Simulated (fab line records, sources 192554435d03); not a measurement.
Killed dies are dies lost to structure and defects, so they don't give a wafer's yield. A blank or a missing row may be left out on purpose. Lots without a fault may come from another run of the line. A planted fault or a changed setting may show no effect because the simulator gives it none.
Chamber matching | flow n5_finfet | N5_SD_EPI_P_ETCH_16 on rie_diel-06: 4 sister chambers
The step etches SiO2 in CHF3/O2, target depth 5 nm. 16 wafers are shown with their chamber, then 8 later ones without.

WAFERS WITH THEIR CHAMBER
wafer  | chamber | showerhead_plenum_p_Torr (Torr) | drypump_motor_current_A (A) | rf_vpp_V (V)
L074.2 | 2       | 2.32                            | 6.02                        | 504
L074.3 | 0       | 2.54                            | 5.89                        | 533
L074.5 | 3       | 2.57                            | 5.42                        | 528
L079.1 | 2       | 2.32                            | 6.01                        | 507
L079.2 | 3       | 2.57                            | 5.42                        | 529
L079.3 | 0       | 2.53                            | 5.89                        | 533
L083.1 | 2       | 2.32                            | 5.98                        | 505
L083.2 | 3       | 2.57                            | 5.43                        | 528
L083.5 | 3       | 2.57                            | 5.43                        | 529
L084.2 | 1       | 2.30                            | 6.27                        | 503
L084.4 | 0       | 2.53                            | 5.89                        | 534
L084.6 | 1       | 2.30                            | 6.25                        | 503
L085.3 | 1       | 2.30                            | 6.25                        | 503
L085.5 | 1       | 2.30                            | 6.27                        | 502
L085.6 | 0       | 2.53                            | 5.89                        | 533
L090.1 | 0       | 2.53                            | 5.89                        | 532

SIGNATURES (means of the wafers above)
reading                  | chamber 0 | chamber 1 | chamber 2 | chamber 3 | scatter within a chamber
showerhead_plenum_p_Torr | 2.5320    | 2.3000    | 2.3200    | 2.5700    | 0.00258
drypump_motor_current_A  | 5.8900    | 6.2600    | 6.0033    | 5.4250    | 0.0107
rf_vpp_V                 | 533.00    | 502.75    | 505.33    | 528.50    | 0.837
Rule: a wafer's distance from a chamber is the root of the sum, over the readings, of the square of ((its reading less the chamber's mean) divided by the reading's scatter). The wafer belongs to the nearest chamber; if the next one is less than 2 further off, it can't be placed. The scatter: the root of (the sum of the squares of (reading less its chamber's mean) over the shown wafers, divided by (wafers less chambers)).

WAFERS WITHOUT THEIR CHAMBER
wafer  | showerhead_plenum_p_Torr (Torr) | drypump_motor_current_A (A) | rf_vpp_V (V)
L090.2 | 2.31                            | 6.02                        | 505
L090.4 | 2.29                            | 6.23                        | 502
L092.3 | 2.29                            | 6.27                        | 502
L092.4 | 2.53                            | 5.90                        | 532
L092.5 | 2.31                            | 6.02                        | 507
L095.1 | 2.31                            | 6.02                        | 505
L095.5 | 2.29                            | 6.24                        | 503
L095.6 | 2.56                            | 5.42                        | 528

WHICH CHAMBER EACH WENT THROUGH
wafer  | from the rows above | in truth
L090.2 | 2                   | 2
L090.4 | 1                   | 1
L092.3 | 1                   | 1
L092.4 | 0                   | 0
L092.5 | 2                   | 2
L095.1 | 2                   | 2
L095.5 | 1                   | 1
L095.6 | 3                   | 3
Placed correctly: 8 of 8. Can't be placed from these rows: 0. Placed wrongly: 0.
